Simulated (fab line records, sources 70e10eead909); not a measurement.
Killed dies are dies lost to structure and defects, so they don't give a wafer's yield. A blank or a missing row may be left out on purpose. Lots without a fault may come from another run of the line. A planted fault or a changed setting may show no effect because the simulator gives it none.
Which tool did it? | flow nand_harc | 11 lots, 33 wafers sampled, at 5 steps of a route of 1159

WHAT THE GAUGES READ, wafer by wafer
NHARC_END_SORT_01.
lot  | measured     | on        | killed_at_array
L338 | day 21 16:02 | prober-01 | 671 671 673
L336 | day 22 05:55 | prober-02 | 677 672 671
L337 | day 21 14:20 | prober-02 | 673 669 671

WHICH TOOL RAN EACH LOT (tool, then ch and the chambers of the sampled wafers, then the start)
lot  | NHARC_A_STAIRCASE_ETCH_453         | NHARC_A_STAIRCASE_ETCH_315                    | NHARC_A_STAIRCASE_ETCHBACK_416                | NHARC_A_STAIRCASE_STRIP_476
L331 | rie_diel-05 ch 0,2,3, day 12 03:44 | rie_diel-05 ch 0,2,3, day 12 07:19 or earlier | rie_diel-13 ch 0,2,3, day 12 07:19 or earlier | rie_diel-13 ch 0,2,3, day 12 07:19
L333 | rie_diel-05 ch 0,1, day 12 13:37   | rie_diel-05 ch 0,2,3, day 12 18:59 or earlier | rie_diel-05 ch 1,2,3, day 12 18:59 or earlier | rie_diel-05 ch 0,2,3, day 12 18:59
L335 | rie_diel-05 ch 0,1, day 12 20:08   | rie_diel-05 ch 0,1,2, day 12 23:46 or earlier | rie_diel-05 ch 0,2,3, day 12 23:46 or earlier | rie_diel-05 ch 0,1,2, day 12 23:46
L338 | rie_diel-13 ch 1,2,3, day 14 02:01 | rie_diel-13 ch 1,3, day 14 05:31 or earlier   | rie_diel-08 ch 0,1,2, day 14 05:31 or earlier | rie_diel-08 ch 0,2,3, day 14 05:31
L336 | rie_diel-05 ch 0,2,3, day 14 02:27 | rie_diel-05 ch 0,1,2, day 14 05:56 or earlier | rie_diel-08 ch 1,2,3, day 14 05:56 or earlier | rie_diel-08 ch 0,2,3, day 14 05:56
L337 | rie_diel-05 ch 0,3, day 14 04:10   | rie_diel-05 ch 1,2, day 14 09:01 or earlier   | rie_diel-05 ch 2,3, day 14 09:01              | rie_diel-05 ch 0,2,3, day 14 09:06
L347 | rie_diel-05 ch 0,1, day 16 01:34   | rie_diel-05 ch 0,2, day 16 07:16 or earlier   | rie_diel-13 ch 1,2,3, day 16 07:16 or earlier | rie_diel-13 ch 1,3, day 16 07:16
L348 | rie_diel-05 ch 0,2, day 16 07:38   | rie_diel-05 ch 0,1,2, day 16 11:26 or earlier | rie_diel-05 ch 0,1, day 16 11:26 or earlier   | rie_diel-05 ch 1,2, day 16 11:26
L350 | rie_diel-05 ch 0,1,3, day 16 12:30 | rie_diel-05 ch 1,2, day 16 16:17 or earlier   | rie_diel-13 ch 1,2,3, day 16 16:17 or earlier | rie_diel-13 ch 0,1, day 16 16:17
L349 | rie_diel-08 ch 0,2, day 16 18:01   | rie_diel-08 ch 0,1,2, day 16 21:38 or earlier | rie_diel-13 ch 0,3, day 16 21:38 or earlier   | rie_diel-13 ch 0,1,2, day 16 21:38
L351 | rie_diel-05 ch 1,3, day 17 11:15   | rie_diel-05 ch 0,1,3, day 17 14:44 or earlier | rie_diel-13 ch 1,3, day 17 14:44 or earlier   | rie_diel-13 ch 0,1, day 17 14:44
- NHARC_A_STAIRCASE_ETCH_453: etches the open film in CF4/O2, target depth 30 nm, overetch 3 nm, time 16.5 s.
- NHARC_A_STAIRCASE_ETCH_315: etches the open film in C4F8/O2/Ar, target depth 2500 nm, time 607.1 s.
- NHARC_A_STAIRCASE_ETCHBACK_416: etches the open film in C4F8/O2/Ar, target depth 36 nm, time 7.2 s.
- NHARC_A_STAIRCASE_STRIP_476: strips in O2, time 20 s.

THE ANSWER, worked out from the rows above alone
Rule: what is usual is taken from the lots themselves. Put in order of their means at a reading, lots are off if they are a third of the lots or fewer, leave a main group of 4 or more, and stand apart from it by a gap of 3 or more times the standard deviation of the main group's means; of several such gaps the widest counts. A main group whose means are all the same, to the digits that the tables above print for the reading, isn't used. A lot without any number at a reading at which 4 lots or more have one is off too. The other lots that the step has rows for count as sound.
No lot is off at any reading shown: from this, nothing can be told.

WHAT THE SIMULATOR HAD PUT IN
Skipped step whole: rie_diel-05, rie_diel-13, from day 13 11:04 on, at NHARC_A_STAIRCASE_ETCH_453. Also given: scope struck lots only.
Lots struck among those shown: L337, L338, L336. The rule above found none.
